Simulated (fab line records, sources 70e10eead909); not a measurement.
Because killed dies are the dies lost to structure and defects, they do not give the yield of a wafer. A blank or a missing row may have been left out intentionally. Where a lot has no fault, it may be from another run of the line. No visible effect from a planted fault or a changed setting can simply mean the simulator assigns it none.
Problem report in the 8D (eight disciplines) form, filled by code    flow nand-harc    the parts of the form that need people (team, actions taken, sign-off) are left out

== 1. THE ISSUE ==
Mean of cd-nm at NHARC_A_M0_CD_MEAS_09: 68.3 nm across 9 wafers in 3 lots; on wafers with no fault it is 80.0 nm (standard deviation 0.89). Measured from the usual mean, that is -13 standard deviations.
The step: target cd 80 nm.
First seen on wafer L605.1, day 20 09:53, on cd-sem-03. The record holds 42 wafers of 14 lots with a number at this step. Rule for "out", or "out of limits": more than 4 standard deviations from the usual mean. The rest of the wafers with a number are treated as sound.

== 2. WHAT IT IS AND WHAT IT IS NOT ==
question                     is                      is not
which readings at this step  cd-nm                   -
which lots                   L603, L604, L605        L591, L592, L593, L594, L595, L596, L597, L610, L611, L613, L614
which wafers of those lots   all that have a number  -
read on which gauges         cd-sem-01, cd-sem-03    cd-sem-02
when                         from day 20 09:53       up to then (21 sound wafers); but 12 sound wafers of L610, L611, L613, L614 came after

== 3. SUSPECTS, AND WHAT RULES EACH OUT ==
Counting: any tool at a process step up to the reading is kept as a suspect provided that every lot that is out went through it and no sound lot did after the first of them.
- the gauge at NHARC_A_M0_CD_MEAS_09: ruled out. Those wafers that are out were read across 2 gauges (cd-sem-01, cd-sem-03).
- arfi-scanner-03 at NHARC_A_M0_EXPOSE_06 (exposes mask A M0, target cd 80 nm): kept. All lots that are out passed through it, beginning with L605 at day 20 09:45, and no sound lot followed; its final sound lot before that point was L597 at day 18 21:02. Out on those wafers are its own readings of exposure-dose-mJ-cm2.
The count leaves arfi-scanner-03 at NHARC_A_M0_EXPOSE_06.

== 4. THE CAUSE (what the simulator had put in) ==
Process parameters drifting: arfi-scanner-03 at NHARC_A_M0_EXPOSE_06, beginning at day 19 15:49. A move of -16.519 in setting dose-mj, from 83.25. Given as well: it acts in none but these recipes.
Counting left only this tool.

== 5. THE CHAIN OF EFFECTS, in route order ==
Each row: a reading where the mean over the struck wafers with a number is more than 3 standard deviations away from the usual. Only readings whose record carries a usual standard deviation are examined. hours: median over the lots of the time between each lot's start at the first step of this table that gives one and its start at this step. sigmas: the change, counted in usual standard deviations.
hours  step                   reading               usual    on struck wafers  change  sigmas
0      NHARC_A_M0_EXPOSE_06   exposure-dose-mJ-cm2  83.25    69.81             -13.44  -99 or more
0      NHARC_A_M0_CD_MEAS_09  cd-nm                 80.0 nm  68.3              -11.7   -13
Here are the process steps it includes:
- NHARC_A_M0_EXPOSE_06: exposes mask A M0, target cd 80 nm.

== 6. HOW IT WOULD HAVE BEEN CAUGHT EARLIER ==
18 hours passed between the start of the fault at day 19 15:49 and the first reading out of limits at a measuring or inspecting step in this record, taken at day 20 09:53.
The tool's own readings at NHARC_A_M0_EXPOSE_06 were out on every struck wafer that the step has a row for (exposure-dose-mJ-cm2): an alarm limit on them would have fired on the first of those.
Among the 3 lots that are out, L604, L603 began NHARC_A_M0_EXPOSE_06 on arfi-scanner-03 after day 20 09:53. A hold on the tool at that time would have spared those 2.
